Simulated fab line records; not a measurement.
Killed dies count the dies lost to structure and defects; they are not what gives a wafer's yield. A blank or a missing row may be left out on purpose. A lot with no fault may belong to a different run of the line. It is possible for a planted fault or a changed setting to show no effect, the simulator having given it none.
Which tool did it? | flow n5_finfet | 24 lots, 72 wafers sampled, at 3 steps of a route of 1938

## WHAT THE GAUGES SHOWED, per wafer
N5_BEOL_M8_OVL_MEAS_29. Usual: for V7_OVL the level is -0.2 nm and the standard deviation is 0.65.
lot  | measured     | on         | V7_OVL (nm)    | flag
L074 | day 8 22:16  | overlay-02 | -0.8 -0.3 -1.0 |
L075 | day 9 18:14  | overlay-02 | 0.7 -0.7 -0.3  |
L076 | day 9 20:22  | overlay-01 | 0.0 -0.4 -1.7  |
L077 | day 9 21:07  | overlay-01 | -0.5 -0.4 -0.6 |
L078 | day 9 23:57  | overlay-02 | 0.5 -1.2 -0.4  |
L079 | day 10 10:29 | overlay-02 | -0.5 0.0 -1.0  |
L080 | day 10 19:58 | overlay-02 | 0.3 0.2 1.0    |
L082 | day 10 20:08 | overlay-01 | -0.1 0.2 -1.0  |
L081 | day 11 04:43 | overlay-02 | 0.2 -0.9 0.4   |
L083 | day 11 04:46 | overlay-02 | 0.4 0.0 1.0    |
L085 | day 11 20:14 | overlay-02 | -0.6 0.6 -0.2  |
L084 | day 11 20:24 | overlay-02 | 0.3 -0.3 0.1   |
L087 | day 12 13:04 | overlay-02 | 1.1 0.0 0.4    |
L086 | day 12 15:43 | overlay-01 | 0.4 0.5 0.0    |
L089 | day 12 19:31 | overlay-02 | -0.3 -0.3 0.0  |
L090 | day 12 22:42 | overlay-02 | -1.3 -0.9 -1.2 |
L088 | day 12 23:16 | overlay-02 | 0.3 0.1 0.3    |
L091 | day 13 10:23 | overlay-01 | -0.9 -1.0 -0.8 |
L092 | day 13 20:20 | overlay-01 | -0.3 -1.9 -1.2 |
L094 | day 13 23:40 | overlay-01 | -0.2 -0.1 -0.3 |
L093 | day 14 02:04 | overlay-01 | 0.0 -0.2 -0.2  |
L095 | day 14 05:01 | overlay-01 | 0.6 0.1 0.1    |
L096 | day 14 13:23 | overlay-02 | 0.4 -0.2 -0.2  |
L097 | day 15 08:26 | overlay-01 | -0.5 -0.5 0.4  |

## WHICH TOOL RAN EACH LOT (tool, then ch and the chambers of the sampled wafers, then the start)
lot  | N5_BEOL_M7_ALD_77                   | N5_BEOL_M8_ETCH_61
L074 | ald_metal-02 ch 2,3, day 8 16:27    | rie_diel-04 ch 0,1, day 8 20:24
L075 | ald_metal-02 ch 0,1, day 9 13:06    | rie_diel-04 ch 0,1,2, day 9 16:39
L076 | ald_metal-01 ch 0,1,3, day 9 14:43  | rie_diel-04 ch 0,3, day 9 19:23
L077 | ald_metal-02 ch 0,2,3, day 9 16:22  | rie_diel-04 ch 0,1,3, day 9 20:10
L078 | ald_metal-01 ch 0,1,2, day 9 19:25  | rie_diel-04 ch 0,3, day 9 22:24
L079 | ald_metal-02 ch 2,3, day 10 04:46   | rie_diel-04 ch 0,1,2, day 10 09:27
L080 | ald_metal-02 ch 0,3, day 10 13:39   | rie_diel-01 ch 0,2,3, day 10 17:43
L082 | ald_metal-01 ch 1,3, day 10 13:53   | rie_diel-05 ch 1,2, day 10 18:08
L081 | ald_metal-04 ch 0,1,3, day 10 21:56 | rie_diel-01 ch 0,1, day 11 02:55
L083 | ald_metal-04 ch 0,2,3, day 10 22:21 | rie_diel-04 ch 1,3, day 11 02:58
L085 | ald_metal-01 ch 1,3, day 11 13:43   | rie_diel-01 ch 0,2,3, day 11 17:57
L084 | ald_metal-02 ch 2,3, day 11 14:17   | rie_diel-01 ch 0,1, day 11 18:16
L087 | ald_metal-01 ch 0,2,3, day 12 07:41 | rie_diel-01 ch 0,1,2, day 12 11:49
L086 | ald_metal-04 ch 0,3, day 12 11:16   | rie_diel-04 ch 2,3, day 12 14:32
L089 | ald_metal-01 ch 0,1,2, day 12 11:46 | rie_diel-01 ch 1,2, day 12 17:06
L090 | ald_metal-04 ch 2,3, day 12 16:44   | rie_diel-04 ch 1,2, day 12 21:36
L088 | ald_metal-04 ch 0,1, day 12 17:01   | rie_diel-04 ch 0,1, day 12 22:05
L091 | ald_metal-04 ch 0,1,2, day 13 05:58 | rie_diel-04 ch 2,3, day 13 09:35
L092 | ald_metal-01 ch 1,2, day 13 13:11   | rie_diel-05 ch 0,1,2, day 13 18:29
L094 | ald_metal-04 ch 0,2,3, day 13 17:39 | rie_diel-01 ch 1,2,3, day 13 21:40
L093 | ald_metal-02 ch 0,1, day 13 19:32   | rie_diel-01 ch 0,1,2, day 14 01:05
L095 | ald_metal-01 ch 0,1,2, day 14 00:39 | rie_diel-01 ch 0,1,3, day 14 03:26
L096 | ald_metal-02 ch 0,2, day 14 06:48   | rie_diel-05 ch 1,3, day 14 12:20
L097 | ald_metal-02 ch 0,3, day 15 02:05   | rie_diel-04 ch 0,1,3, day 15 06:11
- N5_BEOL_M7_ALD_77: deposits TaN, target thk 2 nm, pulse time 2 s, purge time 3 s.
- N5_BEOL_M8_ETCH_61: etches SiARC in CF4, target depth 45.5 nm, time 75.8 s.

## AS READ BY THE TOOLS THEMSELVES (means over the sampled wafers that have a number; for cases with no such wafer, the mark the record gives instead)
N5_BEOL_M7_ALD_77. Usual: heater_power_outer_w 219 W, standard deviation 31; heater_power_w 410 W, standard deviation 49.
lot  | tool         | heater_power_outer_w (W) | heater_power_w (W) | flag
L074 | ald_metal-02 | 222                      | 420                |
L075 | ald_metal-02 | 209                      | 395                |
L076 | ald_metal-01 | 211                      | 397                |
L077 | ald_metal-02 | 217                      | 416                |
L078 | ald_metal-01 | 217                      | 393                |
L079 | ald_metal-02 | 187                      | 363                |
L080 | ald_metal-02 | 247                      | 467                |
L082 | ald_metal-01 | 221                      | 418                |
L081 | ald_metal-04 | 234                      | 429                |
L083 | ald_metal-04 | 229                      | 432                |
L085 | ald_metal-01 | 224                      | 423                |
L084 | ald_metal-02 | 188                      | 369                |
L087 | ald_metal-01 | 221                      | 396                |
L086 | ald_metal-04 | 247                      | 455                |
L089 | ald_metal-01 | 220                      | 393                |
L090 | ald_metal-04 | 213                      | 405                |
L088 | ald_metal-04 | 233                      | 439                |
L091 | ald_metal-04 | 216                      | 406                |
L092 | ald_metal-01 | 238                      | 423                |
L094 | ald_metal-04 | 236                      | 426                |
L093 | ald_metal-02 | 223                      | 421                |
L095 | ald_metal-01 | 218                      | 401                |
L096 | ald_metal-02 | 213                      | 400                |
L097 | ald_metal-02 | 248                      | 460                |

N5_BEOL_M8_ETCH_61. Usual: drypump_motor_current_A 6.0 A, standard deviation 0.51; etch_rf_on_time_s 76.1 s, standard deviation 1; oes_product_au 0.67 a.u., standard deviation 0.072; rf_vpp_V 184.3 V, standard deviation 1.1; showerhead_plenum_p_Torr 2.16 Torr, standard deviation 0.064; throttle_valve_pct 15.62 %, standard deviation 0.29.
lot  | tool        | drypump_motor_current_A (A) | etch_rf_on_time_s (s) | oes_product_au (a.u.) | rf_vpp_V (V) | showerhead_plenum_p_Torr (Torr) | throttle_valve_pct (%) | flag
L074 | rie_diel-04 | 6.0                         | 75.6                  | 0.64                  | 183.0        | 2.10                            | 15.74                  |
L075 | rie_diel-04 | 6.0                         | 75.9                  | 0.67                  | 183.3        | 2.12                            | 15.50                  |
L076 | rie_diel-04 | 6.3                         | 77.6                  | 0.59                  | 183.5        | 2.09                            | 15.50                  |
L077 | rie_diel-04 | 6.0                         | 75.4                  | 0.62                  | 184.6        | 2.13                            | 15.62                  |
L078 | rie_diel-04 | 6.3                         | 77.8                  | 0.59                  | 183.7        | 2.09                            | 15.51                  |
L079 | rie_diel-04 | 6.0                         | 75.4                  | 0.67                  | 183.3        | 2.12                            | 15.52                  |
L080 | rie_diel-01 | 5.7                         | 75.7                  | 0.65                  | 183.3        | 2.11                            | 15.77                  |
L082 | rie_diel-05 | 6.5                         | 76.3                  | 0.69                  | 184.1        | 2.15                            | 15.55                  |
L081 | rie_diel-01 | 5.9                         | 76.4                  | 0.73                  | 184.2        | 2.17                            | 15.89                  |
L083 | rie_diel-04 | 5.7                         | 76.5                  | 0.62                  | 184.4        | 2.18                            | 15.61                  |
L085 | rie_diel-01 | 5.8                         | 76.6                  | 0.63                  | 183.5        | 2.11                            | 15.79                  |
L084 | rie_diel-01 | 6.3                         | 76.8                  | 0.71                  | 183.1        | 2.17                            | 15.91                  |
L087 | rie_diel-01 | 6.2                         | 76.5                  | 0.67                  | 184.2        | 2.15                            | 15.85                  |
L086 | rie_diel-04 | 5.7                         | 76.1                  | 0.69                  | 184.9        | 2.19                            | 15.27                  |
L089 | rie_diel-01 | 6.6                         | 78.2                  | 0.62                  | 184.4        | 2.14                            | 15.81                  |
L090 | rie_diel-04 | 5.7                         | 75.3                  | 0.67                  | 183.5        | 2.15                            | 15.67                  |
L088 | rie_diel-04 | 6.3                         | 74.7                  | 0.75                  | 185.3        | 2.22                            | 15.36                  |
L091 | rie_diel-04 | 5.7                         | 76.0                  | 0.68                  | 185.7        | 2.19                            | 15.28                  |
L092 | rie_diel-05 | 6.1                         | 77.1                  | 0.68                  | 183.4        | 2.13                            | 15.54                  |
L094 | rie_diel-01 | 6.1                         | 75.6                  | 0.71                  | 184.4        | 2.19                            | 15.65                  |
L093 | rie_diel-01 | 6.2                         | 75.7                  | 0.66                  | 184.4        | 2.15                            | 15.88                  |
L095 | rie_diel-01 | 5.7                         | 75.4                  | 0.74                  | 185.2        | 2.20                            | 15.70                  |
L096 | rie_diel-05 | 5.8                         | 76.3                  | 0.67                  | 184.4        | 2.21                            | 15.68                  |
L097 | rie_diel-04 | 6.0                         | 75.4                  | 0.74                  | 185.0        | 2.19                            | 15.38                  |

## THE ANSWER, worked out from the rows above alone
Rule: lot off if the mean of its wafers having a number is beyond 3 standard deviations from the usual mean. Also off: a lot with no number at a reading for which 4 or more lots have one. All remaining lots with rows at the step are treated as sound. First the gauges in route order, then the tools' own readings, where a lot's mean is used as printed above. The first step at which some lot is off is used, and at that step the reading that is off furthest; a lot without a number counts as furthest.
No lot is off on any of the readings shown, so nothing can be concluded from this.

## WHAT WAS PUT IN BY THE SIMULATOR
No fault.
